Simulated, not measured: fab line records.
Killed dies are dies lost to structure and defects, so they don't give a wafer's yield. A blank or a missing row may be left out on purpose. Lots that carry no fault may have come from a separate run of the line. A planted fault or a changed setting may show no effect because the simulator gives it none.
Code-filled problem report in 8D (eight disciplines) form / flow n5_finfet / the parts of the form that need people (team, actions taken, sign-off) are left out

## 1. PROBLEM STATEMENT
Wafers without a fault read 51.7 nm, standard deviation 0.85; trench_depth_nm at N5_STI_FIN_REVEAL_FIN_H_MEAS_10 reads a mean of 71.5 nm on 3 wafers belonging to 2 lots. That is +23 standard deviations from the usual mean.
First observed at day 5 23:46: wafer L671.6, on ocd-01. Wafers with a number at this step in the record: 30, from 10 lots. The rule behind "out" and "out of limits": a value lying over 4 standard deviations away from the usual mean. All remaining wafers that have a number are taken as sound.

## 2. WHAT IT IS, AND WHAT IT ISN'T
question=which readings at this step | is=trench_depth_nm | is not=-
question=which lots | is=L671, L673 | is not=L657, L659, L662, L663, L668, L670, L672, L677
question=which wafers of those lots | is=L671.6, L673.3, L673.6 | is not=L671.2, L671.5, L673.4
question=read on which gauges | is=ocd-01 | is not=ocd-02
question=when | is=from day 5 23:46 | is not=up to then (20 sound wafers); but 7 sound wafers of L672, L673, L677 came after

## 3. WHAT RULES OUT EACH SUSPECT
Counting: any tool at a process step up to the reading remains a suspect provided it ran every lot that is out. Sound lots after the first of them don't rule it out here, since some wafers of a struck lot are sound.
- the gauge at N5_STI_FIN_REVEAL_FIN_H_MEAS_10: kept. All the wafers that are out were read on ocd-01, and no step on other tools shows them out.
- ald_sin-03 at N5_STI_FIN_REVEAL_ALD_14 (deposits Si3N4, target thk 3 nm): kept. It ran every lot that is out, first L671 (day 5 15:02).
- vapor_etch-02 at N5_STI_FIN_REVEAL_RECESS_09 (chemistry HF/NH3, target SiO2, afs cycles 11, target depth 42.5 nm, sublimation time 60 s): kept. Ran every lot that is out, first one L671 (day 5 21:04); last sound lot up to then L670 (day 5 14:43).
- plasma_asher-02 at N5_STI_FIN_REVEAL_OXIDATION_31 (chemistry O2 PLASMA REMOTE, time 20 s): kept. Ran every lot that is out, first one L671 (day 5 23:13); last sound lot up to then L670 (day 5 16:53).
Left after counting: ald_sin-03 at N5_STI_FIN_REVEAL_ALD_14, vapor_etch-02 at N5_STI_FIN_REVEAL_RECESS_09, plasma_asher-02 at N5_STI_FIN_REVEAL_OXIDATION_31, ocd-01 at N5_STI_FIN_REVEAL_FIN_H_MEAS_10.

## 4. THE CAUSE (what the simulator had put in)
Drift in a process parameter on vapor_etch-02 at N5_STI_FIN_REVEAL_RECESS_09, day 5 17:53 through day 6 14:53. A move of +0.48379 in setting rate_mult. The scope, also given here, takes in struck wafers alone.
4 suspects survive the count, and this tool is in that group.

## 5. THE CHAIN OF EFFECTS, in route order
Each row: a reading whose mean over the struck wafers that have a number lies more than 3 standard deviations from the usual. Readings are gone through only where the record gives a usual standard deviation; hours: the median, over the lots, of the time from a lot's start at the first step in this table giving one to that lot's start at this step; sigmas: the change measured in usual standard deviations.
hours=0; step=N5_STI_FIN_REVEAL_FIN_H_MEAS_10; reading=trench_depth_nm; usual=51.7 nm; on struck wafers=71.5; change=+19.8; sigmas=+23
Later measuring or inspecting steps at which every struck wafer that the step has a row for has a number for every such reading, and none has moved that far: N5_BEOL_M4_RC_MEAS_101.

## 6. WHAT WOULD HAVE CAUGHT IT SOONER
Counted from the fault's start at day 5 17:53, it took 6 hours until the first out-of-limits reading at a measuring or inspecting step in this record, taken at day 5 23:46.
An alarm limit of 4 standard deviations would not have fired on the tool readings at N5_STI_FIN_REVEAL_RECESS_09 for which the record gives a usual standard deviation, since none of them was out on any struck wafer.
Among the 2 lots that are out, L673 began N5_STI_FIN_REVEAL_RECESS_09 on vapor_etch-02 after day 5 23:46. Holding the tool at that time would have saved it.
